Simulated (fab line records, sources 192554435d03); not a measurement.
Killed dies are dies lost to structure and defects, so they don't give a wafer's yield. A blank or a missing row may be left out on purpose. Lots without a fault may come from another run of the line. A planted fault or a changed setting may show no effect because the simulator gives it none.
Chamber matching | flow n5_finfet | N5_BEOL_M12_DEP_53 on pecvd-01: 3 sister chambers
The step deposits SiCN from 3MS/NH3, target thk 30 nm, time 10.5 s. 14 wafers are shown with their chamber, then 7 later ones without.

WAFERS WITH THEIR CHAMBER
wafer  | chamber | showerhead_plenum_p_Torr (Torr) | throttle_valve_pct (%)
L966.1 | 0       | 4.176                           | 17.4
L966.2 | 2       | 4.157                           | 17.8
L966.5 | 2       | 4.144                           | 17.5
L965.2 | 1       | 4.191                           | 17.7
L965.4 | 2       | 4.140                           | 17.8
L965.5 | 1       | 4.189                           | 17.9
L968.2 | 2       | 4.138                           | 17.8
L968.3 | 0       | 4.166                           | 17.2
L968.4 | 2       | 4.133                           | 17.9
L974.2 | 1       | 4.180                           | 17.8
L974.5 | 2       | 4.146                           | 17.8
L974.6 | 1       | 4.177                           | 17.9
L980.1 | 2       | 4.144                           | 17.7
L980.4 | 1       | 4.189                           | 17.8

SIGNATURES (means of the wafers above)
reading                  | chamber 0 | chamber 1 | chamber 2 | scatter within a chamber
showerhead_plenum_p_Torr | 4.17100   | 4.18520   | 4.14314   | 0.00706
throttle_valve_pct       | 17.300    | 17.820    | 17.757    | 0.115
Rule: a wafer's distance from a chamber is the root of the sum, over the readings, of the square of ((its reading less the chamber's mean) divided by the reading's scatter). The wafer belongs to the nearest chamber; if the next one is less than 2 further off, it can't be placed. The scatter: the root of (the sum of the squares of (reading less its chamber's mean) over the shown wafers, divided by (wafers less chambers)).

WAFERS WITHOUT THEIR CHAMBER
wafer  | showerhead_plenum_p_Torr (Torr) | throttle_valve_pct (%)
L980.6 | 4.166                           | 17.3
L981.1 | 4.180                           | 18.0
L981.3 | 4.147                           | 17.8
L981.5 | 4.165                           | 17.3
L982.2 | 4.165                           | 17.0
L982.4 | 4.180                           | 17.8
L982.6 | 4.140                           | 17.8

WHICH CHAMBER EACH WENT THROUGH
wafer  | from the rows above | in truth
L980.6 | 0                   | 0
L981.1 | 1                   | 1
L981.3 | 2                   | 2
L981.5 | 0                   | 0
L982.2 | 0                   | 0
L982.4 | 1                   | 1
L982.6 | 2                   | 2
Placed correctly: 7 of 7. Can't be placed from these rows: 0. Placed wrongly: 0.
